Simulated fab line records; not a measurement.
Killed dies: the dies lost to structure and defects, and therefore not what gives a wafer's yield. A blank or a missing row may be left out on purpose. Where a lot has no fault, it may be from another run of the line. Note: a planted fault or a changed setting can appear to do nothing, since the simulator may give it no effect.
Comparing a struck lot with a sound one ; flow n5_finfet ; 40 out of 1938 route steps
Sound: these wafers, L332.1, L332.4, L332.6. Struck: wafer L341.5; the same lot's L341.3 was not struck, so it is left out; see the end for the cause.
Order at every step that has rows: each side's tool, ch and its chambers, its first start. Under that, the readings that differ: sound wafers ; struck wafers ; difference of the means ; sigmas: that difference in standard deviations of wafers without a fault.
alike: same words and numbers on both sides, and readings whose means sit less than 2 such deviations apart. not compared: any withheld reading, any reading some wafer has no value for, any bound like >300 that may hide the same value, and any number with overlapping values for which the record gives no deviation.
The two part at a step that has a row with sigmas, a row that says differs or no value, or rows on one side only. When numbers do not overlap yet have no deviation, they are printed without sigmas and do not part them. Lack of a reading on every wafer of one side parts them only where that side has two or more wafers.

first, 12 steps without rows for these wafers: N5_HKMG_FIN_STRIP_93 (strips SOC in N2/H2, time 20 s); N5_HKMG_FIN_WET_ETCH_76 (etches Al2O3 in dNH4OH, stops on La2O3, target depth 2.25 nm, rinse time 30 s); N5_HKMG_FIN_STRIP_60 (strips in N2/H2, time 360 s); N5_HKMG_FIN_WET_ETCH_77 (etches La2O3 in dHCl, stops on HfO2, target depth 2 nm); N5_HKMG_FIN_WET_ETCH_78 (etches Al2O3 in dNH4OH, stops on La2O3, target depth 4.5 nm, rinse time 30 s); N5_HKMG_FIN_ALD_79 (deposits TiN, target thk 1.5 nm, pulse time 1 s, purge time 3 s); N5_HKMG_FIN_CVD_62 (deposits a-Si from Si2H6, target thk 3 nm, time 20.8 s); N5_HKMG_FIN_RTA_80 (time 2 s); N5_HKMG_FIN_PRECLEAN_64 (cleans in dHF, time 30 s); N5_HKMG_FIN_WET_ETCH_65 (etches a-Si in TMAH, stops on TiN, time 49 s, target depth 3 nm); N5_HKMG_FIN_WET_ETCH_81 (etches TiN in SC1, stops on HfO2, time 57 s, target depth 6 nm); N5_HKMG_FIN_WET_ETCH_82 (etches La2O3 in dHCl, stops on HfO2, target depth 2 nm, rinse time 30 s).
N5_HKMG_FIN_ALD_36: deposits TiN, target thk 1 nm, pulse time 1 s, purge time 3 s.
  sound on ald_metal-01 ch 2,3, day 5 15:16; struck on ald_metal-01 ch 2, day 7 19:48
reading;sound;struck;difference;sigmas
ald_cycles;47 47 47;22;-25;
heater_power_w (W);858 631 620;893;+190;+2
model.TiN_of_HKMG_FIN_ALD_36.thk_nm (nm);1 1 1;0.4;-0.6;
  alike: precursor_pulse_height_rel
then, 25 steps without rows for these wafers: N5_HKMG_FIN_PWFM_ALD_03 (deposits TiN, target thk 2 nm, pulse time 1 s, purge time 3 s); N5_HKMG_FIN_COAT_29 (time 60 s, resist thk 300 nm); N5_HKMG_FIN_COAT_30 (time 60 s, resist thk 35 nm); N5_HKMG_FIN_COAT_06 (resist thk 90 nm); N5_HKMG_FIN_EBR_08; N5_HKMG_FIN_SOFTBAKE_07 (time 60 s); N5_HKMG_FIN_EXPOSE_09 (exposes mask NWFM); N5_HKMG_FIN_PEB_10 (peb time 60 s); N5_HKMG_FIN_DEVELOP_11 (develop time 30 s); N5_HKMG_FIN_DESCUM_17 (chemistry O2, time 7.9 s); N5_HKMG_FIN_ETCH_31 (etches SiARC in CF4, target depth 45.5 nm, time 75.8 s); N5_HKMG_FIN_ETCH_32 (etches SOC in N2/H2, target depth 240 nm, time 300 s); N5_HKMG_FIN_STRIP_33 (strips in N2/H2); N5_HKMG_FIN_STRIP_34 (strips in CF4); N5_HKMG_FIN_ETCH_35 (etches SOC in N2/H2, target depth 215.8 nm, time 243.4 s); N5_HKMG_FIN_STRIP_92 (strips SOC in N2/H2, time 20 s); N5_HKMG_FIN_WET_ETCH_18 (etches TiN in SC1, time 55 s, target depth 5.2 nm, rinse time 30 s); N5_HKMG_FIN_STRIP_19 (strips in N2/H2, time 360 s); N5_HKMG_FIN_ALD_91 (deposits TiN, target thk 1 nm, pulse time 1 s, purge time 3 s); N5_HKMG_FIN_COAT_85 (time 60 s, resist thk 300 nm); N5_HKMG_FIN_ETCH_86 (etches SOC in N2/H2, stops on TiN, target depth 393.2 nm); N5_HKMG_FIN_STRIP_89 (strips SOC in N2/H2, time 20 s); N5_HKMG_FIN_WET_ETCH_87 (etches TiN in SC1, time 154.2 s, target depth 4.7 nm, rinse time 30 s); N5_HKMG_FIN_STRIP_88 (strips in N2/H2, time 360 s); N5_HKMG_FIN_NWFM_ALD_20 (deposits TiAlC, target thk 2 nm, pulse time 3 s, purge time 2 s).
-- the record jumps here: 4 days lie between the struck wafers' starts before and after (it left off in module HKMG_FIN and takes up again in module BEOL_M4, whose first step shown is number 1111 of the route) --
N5_BEOL_M4_RC_MEAS_101:
  sound on prober-01 ch 0, day 9 22:18; struck on prober-02 ch 0, day 11 21:03
reading;sound;struck;difference;sigmas
IOFF_P (nA/um);0.24 0.29 0.24;0.07;-0.19;-5
IOFF_P_85C (nA/um);4.1 4.8 4.0;1.5;-2.8;-5
IOFF_P_LIN (nA/um);0.112 0.126 0.110;0.038;-0.078;-6
IOFF_P_LONG (nA/um);0.000116 0.00012 0.00012;7.1e-05;-4.8e-05;-6
ION_P (uA/um);472 477 473;422;-52;-8
VT_P (mV);-246 -247 -245;-278;-32;-10
VT_P_LONG (mV);-270 -270 -273;-295;-24;-7
VT_P_LVT (mV);-95.5 -93.6 -95.8;-122.1;-27.1;-10
  alike: DIBL_N, DIBL_P, IOFF_N, ION_N, SS_N, SS_P, VT_N
-- record jumps: 4 days separate the struck wafers' starts on either side; left off in module BEOL_M4, taken up again in module PASSIVATION, whose first shown step is the route's number 1936 --
N5_PASSIVATION_PROBE_49:
  sound on prober-02, day 14 17:26; struck on prober-02, day 16 07:19
reading;sound;struck;difference;sigmas
killed_at_front_end;52 49 39;23;-24;-2
killed_short;40 49 37;23;-19;-3
sort_bin_8_speed (%);0 0 0;79.75;+79.75;+99 or more
sort_n_pass;1067 1049 1065;149;-911;-54
sort_yield_pct (%);90.4 88.9 90.3;12.6;-77.3;-55
  alike: defect_limited_yield, killed_at_M0_to_M3, killed_at_M4_up, killed_at_contacts, killed_at_other, killed_dies, killed_open, sort_bin_5_function, sort_bin_6_memory

## WHERE THEY PART
First at N5_HKMG_FIN_ALD_36; last, within this record, at N5_PASSIVATION_PROBE_49.

WHY: whatever the simulator had introduced
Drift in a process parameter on ald_metal-01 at N5_HKMG_FIN_ALD_36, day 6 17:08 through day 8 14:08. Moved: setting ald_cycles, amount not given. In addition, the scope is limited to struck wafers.
